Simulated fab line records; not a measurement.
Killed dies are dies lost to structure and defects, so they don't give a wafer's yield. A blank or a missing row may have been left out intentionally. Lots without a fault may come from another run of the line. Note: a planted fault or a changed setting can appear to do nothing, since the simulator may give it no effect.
Matching of chambers + flow n5-finfet + N5_ILD0_LINER_00 on ald-sin-02: 4 sister chambers
The step material SiNx, target thk 4 nm, pulse time 1 s, purge time 2 s. 8 wafers are shown with their chamber, then 11 later ones without.

## EACH WAFER AND ITS CHAMBER
| wafer  | chamber | heater-power-w (W) | precursor-pulse-height-rel |
|--------|---------|--------------------|----------------------------|
| L079.1 | 3       | 926                | 1.015                      |
| L080.1 | 2       | 794                | 1.024                      |
| L088.2 | 2       | 778                | 0.972                      |
| L088.3 | 3       | 919                | 1.019                      |
| L088.4 | 0       | 906                | 0.999                      |
| L088.5 | 1       | 870                | 0.983                      |
| L088.6 | 0       | 937                | 0.973                      |
| L089.1 | 1       | 878                | 1.010                      |

## WAFERS MISSING THEIR CHAMBER
| wafer  | heater-power-w (W) | precursor-pulse-height-rel |
|--------|--------------------|----------------------------|
| L089.3 | 786                | 1.034                      |
| L089.4 | 915                | 1.009                      |
| L093.1 | 948                | 0.987                      |
| L093.4 | 781                | 1.003                      |
| L093.5 | 882                | 1.018                      |
| L095.1 | 936                | 1.057                      |
| L095.2 | 862                | 1.012                      |
| L095.3 | 917                | 1.011                      |
| L095.4 | 786                | 0.998                      |
| L095.5 | 893                | 1.001                      |
| L095.6 | 918                | 0.992                      |

## CHAMBER TAKEN BY EACH
| wafer  | from the rows above          | in truth                   |
|--------|------------------------------|----------------------------|
| L089.3 | 2                            | 2                          |
| L089.4 | can't be placed: 3 or 0      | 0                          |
| L093.1 | can't be placed: 0 or 3      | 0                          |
| L093.4 | 2                            | 2                          |
| L093.5 | 1                            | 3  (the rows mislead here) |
| L095.1 | can't be placed: 3 or 0      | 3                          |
| L095.2 | 1                            | 1                          |
| L095.3 | can't be placed: 3 or 0      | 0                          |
| L095.4 | 2                            | 2                          |
| L095.5 | can't be placed: 1 or 0 or 3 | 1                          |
| L095.6 | can't be placed: 0 or 3      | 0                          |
4 of 11 placed correctly. From these rows, 6 cannot be placed; in 6 the true chamber is one of the candidates. Number placed wrongly: 1.
How it was worked out, from the rows above alone: a wafer's distance from a chamber is the root of the sum, over the readings, of the square of ((its reading less the chamber's mean) divided by the reading's scatter). If the next closest chamber is less than 2 further off than the closest, the wafer can't be placed; otherwise it belongs to the closest. The mean given for a chamber averages the wafers shown for that chamber. The scatter: the root of (the sum of the squares of (reading less its chamber's mean) over the shown wafers, divided by (wafers less chambers)).
